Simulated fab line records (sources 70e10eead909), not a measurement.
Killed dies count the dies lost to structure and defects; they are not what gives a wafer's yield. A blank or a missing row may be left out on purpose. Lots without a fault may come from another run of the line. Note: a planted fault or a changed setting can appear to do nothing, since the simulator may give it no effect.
fab line records	flow nand_harc
record: lots: 13	wafers: 39	last_day: 33
route steps=1302 shown P_CONTACT@237 P_M0@253 END@1302
lots that met no fault: from a run of the same line without faults
start_h: start of the lot's first displayed wafer, in hours after the record's first day	wait_h: time in hours since the lot's previous step	" unchanged from the row above	L1.1+2: several wafers, shown together as one row	- value missing, or start not given	* or withheld: withheld	< > ~ a bound
route shown NAME@n: NAME is a module with steps in the file, n the number in the route of the first one	usual: the fault-free wafers' mean and standard deviation	same: alike in all rows	chamber/n: place in a boat	sites: readings site by site	_std_site: the standard deviation of these	_edge_site: mean of outer sites minus mean of inner sites	radius_mm: for every site, how far away it sits from the centre of the wafer	mask NAME#n: copy n	behind: the most recent tool/chamber to have shaped the wafer	hold: why the lot was held/for how many hours/how that ended	device: whichever transistor did not switch (one of n, p or np)	end of line: tests run on the same wafers once the route is complete	step lacking rows: just its recipe	killed: count of dies lost to structure and defects at first sort (not the wafer's yield)	map: per-die view of a wafer (x killed, . not killed, _ where there is no die)
set.NAME: setting as actually run; set.NAME@STEP: the setting as run at that earlier step	model.NAME: the simulator's own value behind a step, which no gauge read
a sample of lots followed through the steps of the route, with each step as a table and each wafer as a row
services: from which hour (start_h, from the record's first day; less than 0 if before it) a tool's chamber was out of use, for how many hours, and why
== steps ==
step: NHARC_P_CONTACT_ETCH_36
recipe: target_depth_a: 2600	over_etch_frac: 0.25	time_s: 406.25	ion_energy_ev: 200	n2_flow_sccm: 150	h2_flow_sccm: 150	ar_flow_sccm: 0	rf_w: 400	bias_w: 150	chemistry: N2/H2
usual: drypump_motor_current_A: 5.7/0.35	oes_product_au: 0.999/0.0075	rf_vpp_V: 429.5/2.1	showerhead_plenum_p_Torr: 2.01/0.071	throttle_valve_pct: 14.171/0.0093
lot.wafer	tool	chamber	start_h	wait_h	drypump_motor_current_A	oes_product_au	rf_hours_counter_h	rf_vpp_V	showerhead_plenum_p_Torr	throttle_valve_pct
L865.2	rie_diel-11	3	-	-	5.4	1.000	1.0	429.6	2.02	14.182
L865.3	"	2	"	"	5.4	0.988	1.0	427.6	1.92	14.184
L865.6	"	0	"	"	5.9	0.992	-	427.2	1.93	14.174
L867.2	rie_diel-11	1	-	-	6.1	0.988	1.6	428.4	1.95	14.179
L867.6	"	3	"	"	5.4	0.994	-	429.0	2.02	14.191
L867.5	"	0	"	"	5.9	0.994	-	426.8	1.93	14.164
L868.3	rie_diel-11	3	-	-	5.4	1.007	2.3	430.8	2.02	14.163
L868.4	"	1	"	"	6.1	0.994	1.8	427.5	1.95	14.167
L868.5	"	2	"	"	5.4	0.997	-	427.2	1.92	14.169
L869.4	rie_diel-07	1	-	-	5.7	1.004	0.6	429.4	2.03	14.189
L869.2	"	2	"	"	5.8	0.992	0.6	432.5	2.08	14.173
L869.1	"	3	"	"	6.5	1.002	0.5	426.3	1.93	14.162
L872.1	rie_diel-11	2	-	-	5.4	0.996	3.5	427.6	1.92	14.168
L872.3	"	0	"	"	5.8	0.997	3.5	426.5	1.93	14.172
L872.5	"	2	"	"	5.4	0.988	-	427.3	1.92	14.166
L873.4	rie_diel-08	3	-	-	5.7	1.002	0.1	433.1	2.11	14.162
L873.6	"	2	"	"	5.2	0.995	-	429.3	2.04	14.173
L873.5	"	3	"	"	5.7	0.993	-	432.4	2.11	14.165
L879.2	rie_diel-07	2	-	-	5.8	0.994	2.8	432.1	2.08	14.169
L879.4	"	3	"	"	6.5	0.996	2.7	426.9	1.93	14.168
L879.5	"	0	"	"	5.9	0.994	-	434.8	2.14	14.161
L881.2	rie_diel-11	3	-	-	5.4	0.995	0.3	429.4	2.02	14.162
L881.3	"	0	"	"	5.9	0.997	0.2	428.4	1.93	14.165
L881.1	"	1	"	"	6.1	0.988	0.3	428.1	1.95	14.167
L882.2	rie_diel-07	2	-	-	5.8	0.994	3.5	431.7	2.08	14.154
L882.3	"	3	"	"	6.5	1.001	3.3	427.4	1.93	14.176
L882.4	"	1	"	"	5.7	1.005	3.9	430.4	2.03	14.172
L884.4	rie_diel-07	0	-	-	5.9	0.991	0.2	434.2	2.14	14.176
L884.2	"	1	"	"	5.7	0.993	0.1	430.9	2.03	14.179
L884.3	"	2	"	"	5.8	0.987	0.1	433.3	2.08	14.179
L886.2	rie_diel-11	1	-	-	6.1	0.992	1.4	427.2	1.95	14.196
L886.1	"	2	"	"	5.4	0.999	1.4	429.8	1.92	14.161
L886.4	"	3	"	"	5.5	1.003	1.5	428.8	2.02	14.184
L887.3	rie_diel-11	0	-	-	5.9	1.008	1.9	426.1	1.93	14.162
L887.1	"	2	"	"	5.4	1.014	1.9	427.8	1.92	14.168
L887.6	"	3	"	"	5.4	1.010	-	429.5	2.02	14.181
L888.1	rie_diel-08	0	-	-	6.0	0.997	8.0	431.0	2.02	14.149
L888.2	"	3	"	"	5.7	0.999	8.7	432.5	2.11	14.173
L888.5	"	1	"	"	5.1	1.002	-	429.5	1.99	14.177
step: NHARC_P_CONTACT_DEGAS_38
recipe: temp_c: 300	time_s: 60
usual: heater_power_w: 482/45
lot.wafer	tool	chamber	start_h	wait_h	heater_power_w
L865.2	pvd_sputter-03	-	118.42	-	559
L865.3	"	-	"	"	528
L865.6	"	-	"	"	546
L867.2	pvd_sputter-03	-	141.17	-	421
L867.6	"	-	"	"	546
L867.5	"	-	"	"	526
L868.3	pvd_sputter-01	-	145.58	-	539
L868.4	"	-	"	"	452
L868.5	"	-	"	"	531
L869.1	pvd_sputter-03	-	159.58	-	538
L869.2	"	-	"	"	446
L869.4	"	-	"	"	432
L872.3	pvd_sputter-01	-	190.32	-	465
L872.1	"	-	"	"	464
L872.5	"	-	"	"	493
L873.4	pvd_sputter-02	-	204.17	-	487
L873.6	"	-	"	"	483
L873.5	"	-	"	"	436
L879.4	pvd_sputter-01	-	265.67	-	466
L879.2	"	-	"	"	476
L879.5	"	-	"	"	521
L881.3	pvd_sputter-03	-	281.82	-	503
L881.1	"	-	"	"	432
L881.2	"	-	"	"	429
L882.3	pvd_sputter-01	-	289.65	-	462
L882.4	"	-	"	"	532
L882.2	"	-	"	"	464
L884.3	pvd_sputter-01	-	309.87	-	458
L884.4	"	-	"	"	467
L884.2	"	-	"	"	524
L886.1	pvd_sputter-01	-	329.22	-	470
L886.2	"	-	"	"	463
L886.4	"	-	"	"	535
L887.1	pvd_sputter-02	-	341.90	-	436
L887.3	"	-	"	"	455
L887.6	"	-	"	"	434
L888.1	pvd_sputter-01	-	355.22	-	462
L888.2	"	-	"	"	473
L888.5	"	-	"	"	485
step: NHARC_P_M0_DEP_00
recipe: target_thk_a: 1500	target_thk_nm: 150	temp_c: withheld	pressure_torr: 5	flow_sccm: 200	rf_w: 600	material: SiOC
lot.wafer	tool	chamber	start_h	wait_h
L865.2+3+6	pecvd-04	1,2,2	119.99	0.1
L867.2+6+5	pecvd-04	0,2,0	143.23	0.1
L868.3+5+4	pecvd-03	0,0,1	147.19	0.1
L869.2+1+4	pecvd-04	2,0,2	161.18	0.1
L872.3+1+5	pecvd-04	0,1,2	191.88	0.1
L873.6+5+4	pecvd-01	0,1,2	205.88	0.2
L879.2+4+5	pecvd-04	0,2,1	267.29	0.1
L879.2+4+5	pecvd-04	0,2,1	267.79	-
L881.2+1+3	pecvd-03	1,2,0	283.37	0.1
L882.2+3+4	pecvd-03	1,2,0	291.26	0.1
L882.2+3+4	pecvd-03	1,2,0	291.76	-
L884.2+3+4	pecvd-03	0,2,2	311.46	0.1
L886.1+2+4	pecvd-04	1,0,1	330.84	0.1
L887.3+1+6	pecvd-01	2,0,1	343.46	0.1
L888.2+1+5	pecvd-04	1,2,1	356.79	0.1
step: NHARC_P_M0_CD_MEAS_09
recipe: target_cd_nm: 90	landing_energy_ev: 500
usual: cd_nm: 90.3/0.5
lot.wafer	tool	chamber	start_h	wait_h	cd_nm
L865.2	cd_sem-03	0	120.82	-	90.6
L865.3	"	0	"	"	89.9
L865.6	"	0	"	"	90.7
L867.2	cd_sem-02	0	144.14	-	90.0
L867.5	"	0	"	"	90.6
L867.6	"	0	"	"	90.3
L868.3	cd_sem-02	0	147.98	-	89.5
L868.4	"	0	"	"	89.8
L868.5	"	0	"	"	90.1
L869.1	cd_sem-03	0	161.97	-	90.4
L869.2	"	0	"	"	90.7
L869.4	"	0	"	"	90.9
L872.1	cd_sem-01	0	192.59	-	90.6
L872.3	"	0	"	"	90.1
L872.5	"	0	"	"	90.5
L873.4	cd_sem-02	0	206.58	-	90.2
L873.5	"	0	"	"	89.4
L873.6	"	0	"	"	89.7
L879.2	cd_sem-03	0	268.55	-	91.0
L879.4	"	0	"	"	90.3
L879.5	"	0	"	"	91.2
L881.1	cd_sem-02	0	284.19	-	90.4
L881.2	"	0	"	"	89.9
L881.3	"	0	"	"	89.6
L882.2	cd_sem-03	0	292.52	-	90.0
L882.3	"	0	"	"	89.7
L882.4	"	0	"	"	90.0
L884.2	cd_sem-01	0	312.17	-	91.0
L884.3	"	0	"	"	90.7
L884.4	"	0	"	"	90.2
L886.1	cd_sem-02	0	331.55	-	90.2
L886.2	"	0	"	"	89.3
L886.4	"	0	"	"	89.3
L887.1	cd_sem-01	0	344.29	-	90.5
L887.3	"	0	"	"	90.5
L887.6	"	0	"	"	89.9
L888.1	cd_sem-01	0	357.63	-	90.1
L888.2	"	0	"	"	91.0
L888.5	"	0	"	"	90.0
step: NHARC_END_SORT_01
recipe: temp_c: 25
usual: defect_limited_yield: 90.7/2.6	killed_at_array: 59/17	killed_at_other: 0.7/0.9	killed_at_periphery: 3.6/2.3	killed_dies: 63/18	killed_open: 3.4/1.9	killed_short: 2.6/1.7
same: gross_dies: 677
lot.wafer	tool	chamber	start_h	wait_h	defect_limited_yield[%]	killed_at_array	killed_at_other	killed_at_periphery	killed_dies	killed_open	killed_short
L882.2	prober-02	0	734.09	2.8	0	94	0	583	677	4	4
L882.3	prober-02	0	734.90	3.1	0	74	0	603	677	1	4
L882.4	prober-02	0	735.70	3.4	0	82	1	594	677	1	3
L879.2	prober-02	0	743.10	2.8	0	69	0	608	677	3	0
L879.4	prober-02	0	744.70	3.4	0	76	0	601	677	2	1
L879.5	prober-02	0	745.50	3.7	0	91	0	586	677	2	5
killed by level:class
L882.2 P_M0:area_dep=577 A_CHANNEL_HOLE_D1:chamber_film_flake=35 A_SLIT:chamber_film_flake=34 A_CONTACT:chamber_film_flake=11 A_WL_FILL:chamber_film_flake=4 P_CONTACT:geometric_particle:open=2 A_DECK1_JOINT:geometric_particle:open=2 P_GATE:chamber_film_flake=2
L882.3 P_M0:area_dep=600 A_CHANNEL_HOLE_D1:chamber_film_flake=30 A_SLIT:chamber_film_flake=18 A_CONTACT:chamber_film_flake=12 A_DECK1_JOINT:chamber_film_flake=5 A_WL_FILL:chamber_film_flake=3 P_GATE:geometric_particle:open=1 A_CHANNEL_FILL_D1:geometric_particle:short=1
L882.4 P_M0:area_dep=590 A_SLIT:chamber_film_flake=34 A_CHANNEL_HOLE_D1:chamber_film_flake=28 A_CONTACT:chamber_film_flake=12 P_GATE:chamber_film_flake=2 A_DECK1_JOINT:chamber_film_flake=2 A_WL_FILL:chamber_film_flake=2 A_CHANNEL_FILL_D2:geometric_particle:short=1
L879.2 P_M0:area_dep=606 A_CHANNEL_HOLE_D1:chamber_film_flake=37 A_SLIT:chamber_film_flake=20 A_CHANNEL_FILL_D2:chamber_film_flake=4 A_WL_FILL:chamber_film_flake=2 A_ONON_D2:geometric_particle:open=1 A_CONTACT:geometric_particle:open=1 A_M0:geometric_particle:open=1
L879.4 P_M0:area_dep=596 A_SLIT:chamber_film_flake=34 A_CHANNEL_HOLE_D1:chamber_film_flake=31 A_CHANNEL_FILL_D2:chamber_film_flake=4 P_CONTACT:chamber_film_flake=2 P_BONDPAD:chamber_film_flake=2 A_DECK1_JOINT:chamber_film_flake=2 A_STAIRCASE:chamber_film_flake=2
L879.5 P_M0:area_dep=582 A_CHANNEL_HOLE_D1:chamber_film_flake=41 A_SLIT:chamber_film_flake=37 A_ONON_D1:geometric_particle:short=3 A_CHANNEL_FILL_D2:chamber_film_flake=3 A_CHANNEL_FILL_D2:geometric_particle:short=2 P_CONTACT:chamber_film_flake=2 A_STAIRCASE:chamber_film_flake=2
== services ==
tool	chamber	start_h	hours	kind
pecvd-01	-	99.46	2.3	repair
pvd_sputter-02	-	104.00	10.0	pm
rie_diel-11	-	111.26	0.2	repair
rie_diel-07	-	117.20	9.0	pm
pvd_sputter-02	-	118.18	28.7	repair
pecvd-01	-	130.21	13.0	pm
pecvd-04	1	140.29	10.2	repair
pvd_sputter-03	-	160.50	3.6	repair
rie_diel-07	2	169.16	4.4	repair
pvd_sputter-03	-	170.00	10.0	pm
rie_diel-08	0	179.80	2.6	repair
pvd_sputter-03	-	181.10	6.1	repair
pecvd-03	-	185.29	13.0	pm
rie_diel-08	-	190.80	9.0	pm
pvd_sputter-01	-	234.74	10.0	pm
pvd_sputter-01	-	247.48	7.4	repair
rie_diel-11	-	255.50	9.0	pm
pecvd-04	-	264.13	0.7	repair
pecvd-03	2	264.84	10.5	repair
pecvd-04	-	269.20	13.0	pm
pvd_sputter-02	-	282.00	10.0	pm
rie_diel-07	-	294.20	9.0	pm
pecvd-01	-	311.21	13.0	pm
pvd_sputter-03	-	344.74	35.2	repair
== key ==
first_sign: step: NHARC_P_M0_DEP_00	reading: visit	direction: added
effect: step: NHARC_END_SORT_01	reading: killed_at_periphery	direction: up	sigmas: 99+	usual: 3.6	struck: 595.8
more_kills_born_at: NHARC_P_M0_DEP_00@pecvd-04: 1784	NHARC_P_M0_DEP_00@pecvd-03: 1767
met_at NHARC_P_M0_DEP_00
struck_lots L879,L882
later_rows_left_out L879.2,L879.4,L879.5,L882.2,L882.3,L882.4
not_acting_at NHARC_P_CONTACT_ETCH_36,NHARC_P_CONTACT_DEGAS_38,NHARC_P_M0_CD_MEAS_09
fault: kind: repeated_step_whole	tool: pecvd-01,pecvd-03,pecvd-04	chamber: -	onset_h: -	steps: NHARC_P_M0_DEP_00	times: 1	scope: struck_lots_only
later_rows_left_out: the simulator's readings of these wafers behind a module that went badly wrong aren't trusted and aren't shown, but for the sort
